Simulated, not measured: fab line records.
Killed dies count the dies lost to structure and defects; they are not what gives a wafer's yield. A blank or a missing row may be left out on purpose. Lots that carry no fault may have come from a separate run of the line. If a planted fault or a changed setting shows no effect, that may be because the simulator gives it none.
fab line records	flow nand-harc
[record] lots = 15	wafers = 45	last-day = 24
route steps=1159 shown A_ONON_D1@425 A_CHANNEL_HOLE_D1@450 END@1159
lots that met no fault: from a run of the same line without faults
start-h: hours from the record's opening day to when the first of the lot's shown wafers began	wait-h: hours elapsed since this lot's preceding step	" the same as in the row above	L1.1+2: one row covering several wafers at once	- no value, or no start was given	* or withheld: withheld	< > ~ a bound
route shown NAME@n: a module of which the file shows steps, and the number in the route of the first	usual: the fault-free wafers' mean and standard deviation	same: alike in all rows	chamber/n: place in a boat	sites: each site's reading	_std_site: the standard deviation of these	_edge_site: the outer-site mean with the inner-site mean subtracted	radius-mm: how far each site lies from the wafer's centre	mask NAME#n: copy n	behind: tool/chamber where the wafer was last shaped	hold: cause of the lot's hold/its duration in hours/its outcome	device: which transistor (n, p or np) failed to switch	end of line: the tests these same wafers got at the end of their route	step lacking rows: just its recipe	killed: the dies lost at the first sort to structure and to defects; this is not the yield of the wafer	map: shows each die of a wafer: x if killed, . if not, _ if none is there
set.NAME: the setting as run; set.NAME@STEP: as run at that earlier step	model.NAME: the simulator's own value behind a step, which no gauge read
one table for each step of the route and one row for each wafer, over a sample of lots
services: a tool's chamber out of use, with start hour (start-h, from the record's first day; less than 0 if before it), hours out, and reason
[[steps]]
[step NHARC_A_ONON_D1_THK_MEAS_02]
[recipe] thk-meas-gauge = ellipsometry
[usual] thk-nm = 1000/9.1
lot.wafer	tool	chamber	start-h	wait-h	thk-nm
L593.1	film-metro-02	-	159.29	-	1004
L593.4	"	-	"	"	1004
L593.6	"	-	"	"	1003
L596.1	film-metro-01	-	171.96	-	1016
L596.3	"	-	"	"	1014
L596.6	"	-	"	"	1015
L595.1	film-metro-01	-	171.97	-	1009
L595.3	"	-	"	"	1011
L595.6	"	-	"	"	1008
L599.1	film-metro-02	-	188.45	-	1003
L599.5	"	-	"	"	1004
L599.6	"	-	"	"	1005
L597.2	film-metro-02	-	188.46	-	997
L597.4	"	-	"	"	1000
L597.6	"	-	"	"	998
L598.2	film-metro-01	-	188.47	-	993
L598.4	"	-	"	"	989
L598.6	"	-	"	"	992
L604.1	film-metro-02	-	222.71	-	992
L604.5	"	-	"	"	989
L604.6	"	-	"	"	990
L606.2	film-metro-02	-	233.46	-	995
L606.3	"	-	"	"	998
L606.6	"	-	"	"	995
L609.1	film-metro-02	-	251.55	-	1003
L609.4	"	-	"	"	1004
L609.6	"	-	"	"	1005
L608.2	film-metro-01	-	251.55	-	1009
L608.4	"	-	"	"	1008
L608.5	"	-	"	"	1007
L611.1	film-metro-02	-	261.03	-	993
L611.4	"	-	"	"	992
L611.6	"	-	"	"	994
L610.1	film-metro-01	-	261.26	-	1003
L610.3	"	-	"	"	1002
L610.6	"	-	"	"	1004
L614.2	film-metro-01	-	284.06	-	1004
L614.3	"	-	"	"	1006
L614.5	"	-	"	"	1007
L616.1	film-metro-02	-	284.09	-	1013
L616.4	"	-	"	"	1013
L616.6	"	-	"	"	1015
L615.1	film-metro-01	-	284.33	-	1008
L615.2	"	-	"	"	1009
L615.4	"	-	"	"	1009
[step NHARC_A_ONON_D1_INSPECT_32]
[usual] raw-defect-count = 70/25
lot.wafer	tool	chamber	start-h	wait-h	raw-defect-count
L593.1	defect-inspect-01	-	171.46	0.0	33
L593.4	"	-	"	"	58
L593.6	"	-	"	"	51
L596.1	defect-inspect-01	-	185.06	0.0	61
L596.3	"	-	"	"	66
L596.6	"	-	"	"	79
L595.1	defect-inspect-01	-	185.19	0.0	52
L595.3	"	-	"	"	92
L595.6	"	-	"	"	80
L598.2	defect-inspect-02	-	200.95	0.0	55
L598.4	"	-	"	"	88
L598.6	"	-	"	"	56
L599.1	defect-inspect-02	-	201.11	0.0	120
L599.5	"	-	"	"	38
L599.6	"	-	"	"	62
L597.2	defect-inspect-01	-	201.33	0.0	67
L597.4	"	-	"	"	53
L597.6	"	-	"	"	125
L604.1	defect-inspect-01	-	235.20	0.0	92
L604.5	"	-	"	"	67
L604.6	"	-	"	"	72
L606.2	defect-inspect-02	-	245.75	0.0	83
L606.3	"	-	"	"	96
L606.6	"	-	"	"	109
L609.1	defect-inspect-02	-	263.71	0.0	79
L609.4	"	-	"	"	106
L609.6	"	-	"	"	65
L608.2	defect-inspect-01	-	263.85	0.0	45
L608.4	"	-	"	"	64
L608.5	"	-	"	"	53
L610.1	defect-inspect-02	-	273.25	0.0	55
L610.3	"	-	"	"	112
L610.6	"	-	"	"	59
L611.1	defect-inspect-01	-	273.55	0.0	67
L611.4	"	-	"	"	69
L611.6	"	-	"	"	35
L614.2	defect-inspect-02	-	296.37	0.0	88
L614.3	"	-	"	"	129
L614.5	"	-	"	"	79
L616.1	defect-inspect-01	-	296.43	0.0	38
L616.4	"	-	"	"	41
L616.6	"	-	"	"	71
L615.1	defect-inspect-02	-	296.64	0.0	63
L615.2	"	-	"	"	58
L615.4	"	-	"	"	83
[step NHARC_A_CHANNEL_HOLE_D1_DEP_00]
[recipe] target-thk-a = 31000	temp-c = 400	material = aC
[usual] throttle-valve-pct = 34.999/0.009
lot.wafer	tool	chamber	start-h	wait-h	throttle-valve-pct
L593.1	acl-dep-03	0	171.64	0.2	35.001
L593.4	"	0	"	"	35.009
L593.6	"	0	"	"	34.983
L596.1	acl-dep-01	0	185.67	0.6	34.990
L596.3	"	0	"	"	34.999
L596.6	"	0	"	"	34.993
L595.1	acl-dep-03	0	187.43	2.2	34.974
L595.3	"	0	"	"	35.003
L595.6	"	0	"	"	34.998
L599.1	acl-dep-01	0	201.50	0.4	34.991
L599.5	"	0	202.77	1.7	35.009
L599.6	"	0	"	"	34.988
L598.2	acl-dep-02	0	201.50	0.6	35.008
L598.4	"	0	"	"	35.007
L598.6	"	0	"	"	35.005
L598.2	acl-dep-01	0	203.71	1.9	35.015
L598.4	"	0	"	"	35.002
L598.6	"	0	"	"	35.006
L597.2	acl-dep-03	0	202.72	1.4	34.993
L597.4	"	0	"	"	35.007
L597.6	"	0	"	"	34.993
L597.2	acl-dep-02	0	205.87	2.8	34.993
L597.4	"	0	"	"	35.006
L597.6	"	0	"	"	35.011
L604.1	acl-dep-01	0	236.27	1.1	35.000
L604.5	"	0	237.54	2.3	35.001
L604.6	"	0	"	"	35.013
L604.1	acl-dep-03	0	238.89	2.3	35.011
L604.5	"	0	240.15	2.3	35.014
L604.6	"	0	"	"	35.006
L606.2	acl-dep-03	0	248.77	3.0	35.002
L606.3	"	0	"	"	34.995
L606.6	"	0	"	"	34.992
L609.1	acl-dep-03	0	263.78	0.1	34.991
L609.4	"	0	"	"	35.006
L609.6	"	0	"	"	35.002
L608.2	acl-dep-01	0	264.84	1.0	34.980
L608.4	"	0	"	"	35.017
L608.5	"	0	"	"	34.992
L610.1	acl-dep-01	0	273.73	0.5	35.006
L610.3	"	0	"	"	35.005
L610.6	"	0	"	"	35.002
L611.1	acl-dep-01	0	275.62	2.1	34.994
L611.4	"	0	"	"	34.996
L611.6	"	0	"	"	35.014
L614.2	acl-dep-03	0	297.57	1.2	35.006
L614.3	"	0	"	"	35.004
L614.5	"	0	"	"	34.995
L616.1	acl-dep-02	0	299.05	2.6	35.005
L616.4	"	0	"	"	35.002
L616.6	"	0	"	"	34.999
L615.1	acl-dep-03	0	299.17	2.5	35.001
L615.2	"	0	"	"	35.002
L615.4	"	0	"	"	35.003
[step NHARC_A_CHANNEL_HOLE_D1_OVL_MEAS_11]
[usual] overlay-x-nm = -0.1/0.62	overlay-y-nm = 0.1/0.82
lot.wafer	tool	chamber	start-h	wait-h	overlay-x-nm	overlay-y-nm
L593.1	overlay-02	-	174.39	-	1.0	0.6
L593.4	"	-	"	"	0.6	0.9
L593.6	"	-	"	"	0.8	0.4
L596.1	overlay-01	-	188.42	-	0.4	-0.3
L596.3	"	-	"	"	0.7	0.2
L596.6	"	-	"	"	0.7	-0.1
L595.1	overlay-02	-	190.15	-	0.2	1.2
L595.3	"	-	"	"	0.6	1.5
L595.6	"	-	"	"	0.4	1.2
L599.1	overlay-01	-	204.36	-	0.2	0.3
L599.5	"	-	"	"	-0.6	0.9
L599.6	"	-	"	"	0.0	0.7
L598.2	overlay-01	-	206.62	-	0.3	0.1
L598.4	"	-	"	"	-0.3	0.6
L598.6	"	-	"	"	0.2	0.3
L597.2	overlay-02	-	208.27	-	-0.9	-0.8
L597.4	"	-	"	"	-0.8	-0.7
L597.6	"	-	"	"	-0.8	-0.9
L604.1	overlay-02	-	241.70	-	-0.9	-0.5
L604.5	"	-	"	"	-1.0	0.0
L604.6	"	-	"	"	-0.8	0.0
L606.2	overlay-02	-	251.20	-	-1.0	-0.1
L606.3	"	-	"	"	-1.4	-0.2
L606.6	"	-	"	"	-1.3	0.6
L609.1	overlay-01	-	266.52	-	-0.2	-0.1
L609.4	"	-	"	"	-0.3	-0.5
L609.6	"	-	"	"	0.4	0.3
L608.2	overlay-02	-	267.16	-	-0.8	-0.2
L608.4	"	-	"	"	-1.1	-0.5
L608.5	"	-	"	"	-1.5	-0.5
L610.1	overlay-02	-	276.47	-	-0.3	0.0
L610.3	"	-	"	"	-0.1	0.1
L610.6	"	-	"	"	0.4	0.1
L611.1	overlay-01	-	278.21	-	-0.1	-1.2
L611.4	"	-	"	"	0.2	-1.2
L611.6	"	-	"	"	0.0	-0.7
L614.2	overlay-01	-	299.94	-	-1.3	1.4
L614.3	"	-	"	"	-0.8	0.8
L614.5	"	-	"	"	-1.1	0.6
L616.1	overlay-02	-	301.65	-	0.1	1.0
L616.4	"	-	"	"	-0.1	0.6
L616.6	"	-	"	"	0.3	1.0
L615.1	overlay-01	-	301.92	-	-0.8	0.7
L615.2	"	-	"	"	0.0	0.6
L615.4	"	-	"	"	-0.4	0.8
[step NHARC_END_SORT_01]
[recipe] temp-c = 25
[usual] killed-at-array = 26/9.9	killed-at-other = 0.8/1	killed-at-periphery = 2.8/2.2	killed-dies = 29/9.9	killed-open = 3.2/1.8	killed-short = 2.1/1.4
[same] gross-dies = 677
lot.wafer	tool	chamber	start-h	wait-h	killed-at-array	killed-at-other	killed-at-periphery	killed-dies	killed-open	killed-short
L593.1	prober-02	0	440.91	2.5	23	1	3	27	1	2
L593.4	prober-02	0	443.33	3.4	34	0	10	44	3	4
L593.6	prober-02	0	444.94	4.0	24	0	5	29	1	1
L596.1	prober-01	0	451.70	2.5	9	0	1	10	0	3
L596.3	prober-01	0	453.34	3.1	10	0	0	10	1	1
L596.6	prober-01	0	455.79	4.1	13	0	2	15	4	3
L595.1	prober-02	0	471.42	2.5	24	1	0	25	2	1
L595.3	prober-02	0	473.03	3.1	31	0	4	35	6	2
L595.6	prober-02	0	475.44	4.0	25	0	3	28	4	0
L597.2	prober-01	0	472.17	2.8	671	1	5	677	4	3
L597.4	prober-01	0	473.78	3.4	673	4	0	677	1	1
L597.6	prober-01	0	475.40	4.0	676	1	0	677	0	1
L599.1	prober-01	0	480.99	2.5	23	1	2	26	5	2
L599.5	prober-01	0	484.19	3.7	14	1	3	18	3	4
L599.6	prober-01	0	484.99	4.0	27	0	2	29	3	4
L598.2	prober-02	0	489.50	2.8	673	0	4	677	5	0
L598.4	prober-02	0	491.10	3.4	676	0	1	677	4	1
L598.6	prober-02	0	492.71	4.0	673	1	3	677	6	4
L604.1	prober-02	0	504.44	2.5	676	0	1	677	3	1
L604.5	prober-02	0	507.66	3.7	673	2	2	677	0	1
L604.6	prober-02	0	508.46	4.0	674	0	3	677	4	0
L606.2	prober-01	0	520.74	2.8	35	1	3	39	4	3
L606.3	prober-01	0	521.54	3.1	36	0	2	38	2	1
L606.6	prober-01	0	523.94	4.0	35	0	2	37	4	1
L608.2	prober-02	0	526.03	2.8	26	1	7	34	2	2
L608.4	prober-02	0	527.61	3.4	34	0	7	41	6	0
L608.5	prober-02	0	528.40	3.7	25	1	2	28	3	2
L609.1	prober-01	0	527.72	2.5	33	0	2	35	6	3
L609.4	prober-01	0	530.10	3.4	26	0	1	27	1	3
L609.6	prober-01	0	531.70	4.0	33	0	1	34	5	2
L611.1	prober-02	0	540.66	2.5	29	2	4	35	4	2
L611.4	prober-02	0	543.09	3.4	12	2	3	17	2	2
L611.6	prober-02	0	544.71	4.1	15	1	1	17	0	2
L610.1	prober-01	0	540.71	2.5	33	2	3	38	1	2
L610.3	prober-01	0	542.29	3.1	39	2	5	46	8	4
L610.6	prober-01	0	544.66	4.0	41	1	3	45	5	0
L616.1	prober-02	0	559.45	2.5	20	3	8	31	3	0
L616.4	prober-02	0	561.86	3.4	26	2	3	31	3	1
L616.6	prober-02	0	563.46	4.0	20	1	5	26	0	2
L614.2	prober-02	0	568.06	2.8	33	1	2	36	1	3
L614.3	prober-02	0	568.84	3.1	39	2	0	41	1	1
L614.5	prober-02	0	570.42	3.6	35	3	3	41	2	2
L615.1	prober-01	0	573.59	2.5	13	2	3	18	2	1
L615.2	prober-01	0	574.38	2.8	15	0	6	21	1	3
L615.4	prober-01	0	575.97	3.4	18	0	5	23	3	1
// killed by level:class
L593.1 A_SLIT:chamber-film-flake=11 A_CHANNEL_HOLE_D1:chamber-film-flake=6 P_STI:chamber-film-flake=2 A_STAIRCASE:chamber-film-flake=2 A_CHANNEL_FILL_D1:geometric-particle:short=1 A_M0:geometric-particle:open=1 P_M1:chamber-film-flake=1 STARTING-WAFER:geometric-particle:short=1
L593.4 A_SLIT:chamber-film-flake=16 A_CHANNEL_HOLE_D1:chamber-film-flake=10 P_M1:chamber-film-flake=6 P_M0:geometric-particle:open=3 A_ZERO_WELL:chamber-film-flake=2 A_STAIRCASE:chamber-film-flake=2 P_M0:geometric-particle:short=1 A_ONON_D1:geometric-particle:short=1
L593.6 A_CHANNEL_HOLE_D1:chamber-film-flake=8 P_M1:chamber-film-flake=5 A_CONTACT:chamber-film-flake=5 A_SLIT:chamber-film-flake=4 A_ZERO_WELL:chamber-film-flake=2 A_BONDPAD:chamber-film-flake=2 A_CONTACT:geometric-particle:short=1 A_CONTACT:geometric-particle:open=1
L596.1 A_CONTACT:chamber-film-flake=3 A_CHANNEL_HOLE_D1:chamber-film-flake=2 P_GATE:geometric-particle:short=1 A_ONON_D1:geometric-particle:short=1 A_CHANNEL_FILL_D1:geometric-particle:short=1 A_SLIT:chamber-film-flake=1 A_WL_FILL:chamber-film-flake=1
L596.3 A_CHANNEL_HOLE_D1:chamber-film-flake=2 A_CHANNEL_FILL_D1:chamber-film-flake=2 A_CONTACT:chamber-film-flake=2 A_WL_FILL:geometric-particle:short=1 A_CONTACT:geometric-particle:open=1 A_SLIT:chamber-film-flake=1 A_WL_FILL:chamber-film-flake=1
L596.6 P_M0:geometric-particle:open=2 A_CHANNEL_HOLE_D1:chamber-film-flake=2 A_CONTACT:chamber-film-flake=2 A_SOURCE_PLATE:geometric-particle:short=1 A_CHANNEL_FILL_D1:geometric-particle:open=1 A_CHANNEL_FILL_D1:geometric-particle:short=1 A_M1:geometric-particle:open=1 A_M1:geometric-particle:short=1
L595.1 A_SLIT:chamber-film-flake=8 A_STAIRCASE:chamber-film-flake=5 A_CONTACT:chamber-film-flake=4 A_BONDPAD:chamber-film-flake=3 A_ONON_D1:geometric-particle:open=1 A_CONTACT:geometric-particle:short=1 A_M0:geometric-particle:open=1 A_CHANNEL_HOLE_D1:chamber-film-flake=1
L597.2 A_CHANNEL_HOLE_D1:area-dep=652 A_SLIT:chamber-film-flake=5 A_BONDPAD:chamber-film-flake=4 A_CHANNEL_HOLE_D1:chamber-film-flake=3 P_M1:chamber-film-flake=2 P_M0:geometric-particle:open=1 P_M1:geometric-particle:open=1 A_ONON_D1:geometric-particle:short=1
L595.3 A_SLIT:chamber-film-flake=11 A_BONDPAD:chamber-film-flake=5 A_STAIRCASE:chamber-film-flake=3 A_CONTACT:geometric-particle:open=2 P_GATE:chamber-film-flake=2 A_CHANNEL_HOLE_D1:chamber-film-flake=2 A_CONTACT:chamber-film-flake=2 P_GATE:geometric-particle:open=1
L597.4 A_CHANNEL_HOLE_D1:area-dep=653 A_SLIT:chamber-film-flake=7 THIN_TSV:chamber-film-flake=4 A_STAIRCASE:chamber-film-flake=3 A_CHANNEL_HOLE_D1:chamber-film-flake=2 A_CONTACT:chamber-film-flake=2 A_CHANNEL_FILL_D1:geometric-particle:short=1 A_M1:geometric-particle:open=1
L597.6 A_CHANNEL_HOLE_D1:area-dep=654 A_SLIT:chamber-film-flake=9 A_CHANNEL_HOLE_D1:chamber-film-flake=4 A_STAIRCASE:chamber-film-flake=4 A_BONDPAD:chamber-film-flake=2 A_SOURCE_PLATE:geometric-particle:short=1 A_ZERO_WELL:chamber-film-flake=1 A_CONTACT:chamber-film-flake=1
L595.6 A_SLIT:chamber-film-flake=9 A_CHANNEL_HOLE_D1:chamber-film-flake=3 A_CONTACT:chamber-film-flake=3 A_M1:chamber-film-flake=3 P_GATE:chamber-film-flake=2 A_BONDPAD:chamber-film-flake=2 P_M0:geometric-particle:open=1 A_ONON_D1:geometric-particle:open=1
L599.1 A_CHANNEL_HOLE_D1:chamber-film-flake=12 A_CONTACT:chamber-film-flake=4 P_CONTACT:geometric-particle:open=2 A_STAIRCASE:chamber-film-flake=2 A_ONON_D1:geometric-particle:open=1 A_CONTACT:geometric-particle:short=1 A_CONTACT:geometric-particle:open=1 A_M0:geometric-particle:open=1
L599.5 A_CHANNEL_HOLE_D1:chamber-film-flake=8 A_CONTACT:chamber-film-flake=2 P_STI:geometric-particle:short=1 P_CONTACT:geometric-particle:short=1 P_CONTACT:geometric-particle:open=1 A_CHANNEL_FILL_D1:geometric-particle:short=1 A_BLC:geometric-particle:short=1 A_M0:geometric-particle:open=1
L599.6 A_CHANNEL_HOLE_D1:chamber-film-flake=8 A_STAIRCASE:chamber-film-flake=6 A_CONTACT:chamber-film-flake=6 A_CHANNEL_FILL_D1:geometric-particle:short=2 P_M0:geometric-particle:short=1 A_CHANNEL_FILL_D1:geometric-particle:open=1 A_SGD_CUT:geometric-particle:short=1 A_WL_FILL:geometric-particle:open=1
L598.2 A_CHANNEL_HOLE_D1:area-dep=657 P_ZERO_WELL:chamber-film-flake=4 A_CHANNEL_HOLE_D1:chamber-film-flake=4 A_M1:chamber-film-flake=3 A_CONTACT:geometric-particle:open=2 A_STAIRCASE:chamber-film-flake=2 A_CHANNEL_FILL_D1:geometric-particle:open=1 A_WL_FILL:geometric-particle:open=1
L598.4 A_CHANNEL_HOLE_D1:area-dep=664 A_CHANNEL_HOLE_D1:chamber-film-flake=3 A_STAIRCASE:chamber-film-flake=2 A_CHANNEL_HOLE_D1:geometric-particle:open=1 A_CHANNEL_FILL_D1:geometric-particle:short=1 A_CONTACT:geometric-particle:open=1 A_BLC:geometric-particle:open=1 A_M1:geometric-particle:open=1
L598.6 A_CHANNEL_HOLE_D1:area-dep=658 A_STAIRCASE:chamber-film-flake=5 A_WL_FILL:geometric-particle:short=2 A_CONTACT:geometric-particle:open=2 P_CONTACT:geometric-particle:open=1 P_M0:geometric-particle:open=1 A_CHANNEL_FILL_D1:geometric-particle:short=1 A_SGD_CUT:geometric-particle:open=1
L604.1 A_CHANNEL_HOLE_D1:area-dep=633 A_CHANNEL_HOLE_D1:chamber-film-flake=17 A_SLIT:chamber-film-flake=14 A_SGD_CUT:chamber-film-flake=4 A_CONTACT:chamber-film-flake=2 A_ONON_D1:geometric-particle:short=1 A_BLC:geometric-particle:open=1 A_M0:geometric-particle:open=1
L604.5 A_CHANNEL_HOLE_D1:area-dep=643 A_CHANNEL_HOLE_D1:chamber-film-flake=12 A_SLIT:chamber-film-flake=6 A_STAIRCASE:chamber-film-flake=3 A_SGD_CUT:chamber-film-flake=3 P_STI:chamber-film-flake=2 A_ZERO_WELL:chamber-film-flake=2 THIN_TSV:chamber-film-flake=2
L604.6 A_CHANNEL_HOLE_D1:area-dep=643 A_SLIT:chamber-film-flake=12 A_CHANNEL_HOLE_D1:chamber-film-flake=10 A_SGD_CUT:chamber-film-flake=3 A_CONTACT:chamber-film-flake=2 P_CONTACT:geometric-particle:open=1 A_CHANNEL_HOLE_D1:geometric-particle:open=1 A_BLC:geometric-particle:open=1
L606.2 A_CHANNEL_HOLE_D1:chamber-film-flake=17 A_STAIRCASE:chamber-film-flake=10 A_CONTACT:chamber-film-flake=3 A_SGD_CUT:geometric-particle:short=2 P_M0:geometric-particle:open=1 A_SOURCE_PLATE:geometric-particle:short=1 A_CHANNEL_FILL_D1:geometric-particle:open=1 A_WL_FILL:geometric-particle:open=1
L606.3 A_CHANNEL_HOLE_D1:chamber-film-flake=17 A_STAIRCASE:chamber-film-flake=12 A_CONTACT:chamber-film-flake=4 P_M1:geometric-particle:open=1 A_WL_FILL:geometric-particle:short=1 A_CONTACT:geometric-particle:open=1 P_GATE:chamber-film-flake=1 A_WL_FILL:chamber-film-flake=1
L606.6 A_CHANNEL_HOLE_D1:chamber-film-flake=19 A_CONTACT:chamber-film-flake=6 A_STAIRCASE:chamber-film-flake=5 P_GATE:chamber-film-flake=2 A_ONON_D1:geometric-particle:open=1 A_CHANNEL_FILL_D1:geometric-particle:open=1 A_WL_FILL:geometric-particle:short=1 A_CONTACT:geometric-particle:open=1
L608.2 A_SLIT:chamber-film-flake=17 P_CONTACT:chamber-film-flake=5 A_WL_FILL:chamber-film-flake=4 A_CONTACT:chamber-film-flake=2 P_GATE:geometric-particle:open=1 A_ONON_D1:geometric-particle:open=1 A_CHANNEL_HOLE_D1:geometric-particle:short=1 STARTING-WAFER:geometric-particle:short=1
L608.4 A_SLIT:chamber-film-flake=13 A_CHANNEL_HOLE_D1:chamber-film-flake=7 A_CONTACT:chamber-film-flake=5 P_CONTACT:chamber-film-flake=3 A_STAIRCASE:chamber-film-flake=3 P_GATE:geometric-particle:open=2 A_CONTACT:geometric-particle:open=2 A_WL_FILL:chamber-film-flake=2
L609.1 A_CHANNEL_HOLE_D1:chamber-film-flake=14 A_STAIRCASE:chamber-film-flake=8 A_CHANNEL_FILL_D1:geometric-particle:open=2 A_CONTACT:geometric-particle:open=2 A_CONTACT:chamber-film-flake=2 P_M0:geometric-particle:open=1 A_ONON_D1:geometric-particle:open=1 A_CHANNEL_HOLE_D1:geometric-particle:short=1
L608.5 A_SLIT:chamber-film-flake=12 A_CONTACT:chamber-film-flake=4 A_CHANNEL_HOLE_D1:chamber-film-flake=3 A_STAIRCASE:chamber-film-flake=3 P_M1:geometric-particle:open=1 P_M1:geometric-particle:short=1 A_STAIRCASE:geometric-particle:open=1 A_CONTACT:geometric-particle:short=1
L609.4 A_CHANNEL_HOLE_D1:chamber-film-flake=15 A_CONTACT:chamber-film-flake=4 A_STAIRCASE:chamber-film-flake=2 A_WL_FILL:chamber-film-flake=2 P_M0:geometric-particle:open=1 A_ONON_D1:geometric-particle:short=1 A_SGD_CUT:geometric-particle:short=1 A_BLC:geometric-particle:short=1
L609.6 A_CHANNEL_HOLE_D1:chamber-film-flake=17 A_STAIRCASE:chamber-film-flake=7 A_WL_FILL:chamber-film-flake=2 P_M0:geometric-particle:open=1 A_ONON_D1:geometric-particle:short=1 A_SGD_CUT:geometric-particle:short=1 A_WL_FILL:geometric-particle:open=1 A_CONTACT:geometric-particle:open=1
L611.1 A_CHANNEL_HOLE_D1:chamber-film-flake=12 A_CONTACT:chamber-film-flake=11 P_STI:chamber-film-flake=2 A_M1:chamber-film-flake=2 P_M0:geometric-particle:open=1 P_M0:geometric-particle:short=1 A_STAIRCASE:geometric-particle:open=1 A_STAIRCASE:geometric-particle:short=1
L610.1 A_SLIT:chamber-film-flake=14 A_CHANNEL_HOLE_D1:chamber-film-flake=11 A_CONTACT:chamber-film-flake=5 THIN_TSV:chamber-film-flake=2 P_STI:geometric-particle:short=1 A_ONON_D1:geometric-particle:open=1 A_CHANNEL_FILL_D1:geometric-particle:short=1 P_STI:chamber-film-flake=1
L610.3 A_CHANNEL_HOLE_D1:chamber-film-flake=14 A_SLIT:chamber-film-flake=10 A_CONTACT:chamber-film-flake=5 P_M0:geometric-particle:open=2 A_ONON_D1:geometric-particle:open=2 A_WL_FILL:geometric-particle:short=2 A_STAIRCASE:chamber-film-flake=2 P_GATE:geometric-particle:open=1
L611.4 A_CONTACT:chamber-film-flake=4 P_STI:chamber-film-flake=2 A_CHANNEL_HOLE_D1:chamber-film-flake=2 A_M1:chamber-film-flake=2 THIN_TSV:chamber-film-flake=2 A_ONON_D1:geometric-particle:short=1 A_WL_FILL:geometric-particle:short=1 A_WL_FILL:geometric-particle:open=1
L610.6 A_SLIT:chamber-film-flake=16 A_CHANNEL_HOLE_D1:chamber-film-flake=15 A_STAIRCASE:chamber-film-flake=3 A_M0:geometric-particle:open=2 A_WL_FILL:chamber-film-flake=2 P_M0:geometric-particle:open=1 A_CHANNEL_FILL_D1:geometric-particle:open=1 A_WL_FILL:geometric-particle:open=1
L611.6 A_CHANNEL_HOLE_D1:chamber-film-flake=6 A_CONTACT:chamber-film-flake=5 A_STAIRCASE:chamber-film-flake=2 A_ONON_D1:geometric-particle:short=1 A_CONTACT:geometric-particle:short=1 P_GATE:chamber-film-flake=1 THIN_TSV:chamber-film-flake=1
L616.1 A_CHANNEL_HOLE_D1:chamber-film-flake=15 P_M1:chamber-film-flake=5 A_STAIRCASE:chamber-film-flake=3 THIN_TSV:chamber-film-flake=3 P_GATE:geometric-particle:open=1 P_M0:geometric-particle:open=1 A_CONTACT:geometric-particle:open=1 P_ZERO_WELL:chamber-film-flake=1
L616.4 A_CHANNEL_HOLE_D1:chamber-film-flake=22 THIN_TSV:chamber-film-flake=2 P_CONTACT:geometric-particle:short=1 A_CHANNEL_HOLE_D1:geometric-particle:open=1 A_SGD_CUT:geometric-particle:open=1 A_WL_FILL:geometric-particle:open=1 P_GATE:chamber-film-flake=1 P_M1:chamber-film-flake=1
L616.6 A_CHANNEL_HOLE_D1:chamber-film-flake=15 P_M1:chamber-film-flake=3 A_CONTACT:chamber-film-flake=2 A_ONON_D1:geometric-particle:short=1 A_CHANNEL_FILL_D1:geometric-particle:short=1 P_ZERO_WELL:chamber-film-flake=1 P_GATE:chamber-film-flake=1 A_ZERO_WELL:chamber-film-flake=1
L614.2 A_SLIT:chamber-film-flake=20 A_CHANNEL_HOLE_D1:chamber-film-flake=6 P_CONTACT:geometric-particle:short=2 A_STAIRCASE:chamber-film-flake=2 A_WL_FILL:chamber-film-flake=2 A_ONON_D1:geometric-particle:open=1 A_WL_FILL:geometric-particle:short=1 A_CONTACT:chamber-film-flake=1
L614.3 A_SLIT:chamber-film-flake=20 A_CHANNEL_HOLE_D1:chamber-film-flake=10 A_WL_FILL:chamber-film-flake=3 A_STAIRCASE:chamber-film-flake=2 A_CONTACT:chamber-film-flake=2 A_CHANNEL_FILL_D1:geometric-particle:short=1 A_M1:geometric-particle:open=1 HYBRID_BOND:chamber-film-flake=1
L614.5 A_SLIT:chamber-film-flake=22 A_CHANNEL_HOLE_D1:chamber-film-flake=5 A_STAIRCASE:chamber-film-flake=4 THIN_TSV:chamber-film-flake=3 P_GATE:geometric-particle:short=1 P_M0:geometric-particle:open=1 A_ONON_D1:geometric-particle:open=1 A_M1:geometric-particle:short=1
L615.1 A_CHANNEL_HOLE_D1:chamber-film-flake=5 A_STAIRCASE:chamber-film-flake=3 P_M1:chamber-film-flake=2 THIN_TSV:chamber-film-flake=2 A_CONTACT:chamber-film-flake=2 P_CONTACT:geometric-particle:open=1 A_WL_FILL:geometric-particle:short=1 A_CONTACT:geometric-particle:open=1
L615.2 P_M1:chamber-film-flake=5 A_CHANNEL_HOLE_D1:chamber-film-flake=5 A_CONTACT:chamber-film-flake=4 A_STAIRCASE:chamber-film-flake=3 A_WL_FILL:geometric-particle:short=2 P_GATE:geometric-particle:open=1 A_M0:geometric-particle:short=1
L615.4 A_CHANNEL_HOLE_D1:chamber-film-flake=6 P_M1:chamber-film-flake=4 A_STAIRCASE:chamber-film-flake=4 A_CONTACT:chamber-film-flake=4 A_CONTACT:geometric-particle:open=2 P_ZERO_WELL:geometric-particle:short=1 A_M0:geometric-particle:open=1 A_M0:chamber-film-flake=1
[[services]]
tool	chamber	start-h	hours	kind
acl-dep-02	-	167.58	13.0	pm
acl-dep-03	-	225.89	13.0	pm
acl-dep-01	-	289.05	0.3	repair
acl-dep-01	-	294.06	13.0	pm
[[key]]
[first-sign] step = NHARC_A_CHANNEL_HOLE_D1_DEP_00	reading = visit	direction = added
[effect] step = NHARC_END_SORT_01	reading = killed-at-array	direction = up	sigmas = 65	usual = 26	struck = 674
[more-kills-born-at] NHARC_A_CHANNEL_HOLE_D1_DEP_00@acl-dep-01 = 1979	NHARC_A_CHANNEL_HOLE_D1_DEP_00@acl-dep-02 = 1959	NHARC_A_CHANNEL_HOLE_D1_DEP_00@acl-dep-03 = 1919
met-at NHARC_A_CHANNEL_HOLE_D1_DEP_00
struck-lots L597,L598,L604
later-rows-left-out L597.2,L597.4,L597.6,L598.2,L598.4,L598.6,L604.1,L604.5,L604.6
tester-left-out L597,L598,L604
not-acting-at NHARC_A_ONON_D1_THK_MEAS_02,NHARC_A_ONON_D1_INSPECT_32,NHARC_A_CHANNEL_HOLE_D1_OVL_MEAS_11
[fault] kind = repeated-step-whole	tool = acl-dep-01,acl-dep-02,acl-dep-03	chamber = -	onset-h = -	steps = NHARC_A_CHANNEL_HOLE_D1_DEP_00	times = 1	scope = struck-lots-only
// tester-left-out: of these lots the tester's yield and bins aren't shown, on N5 and GAA mostly nor the transistor test; their killed dies are dies lost to structure and defects alone, not to doping, threshold or leakage, so they don't give the yield
// later-rows-left-out: the simulator's readings of these wafers behind a module that went badly wrong aren't trusted and aren't shown, but for the sort
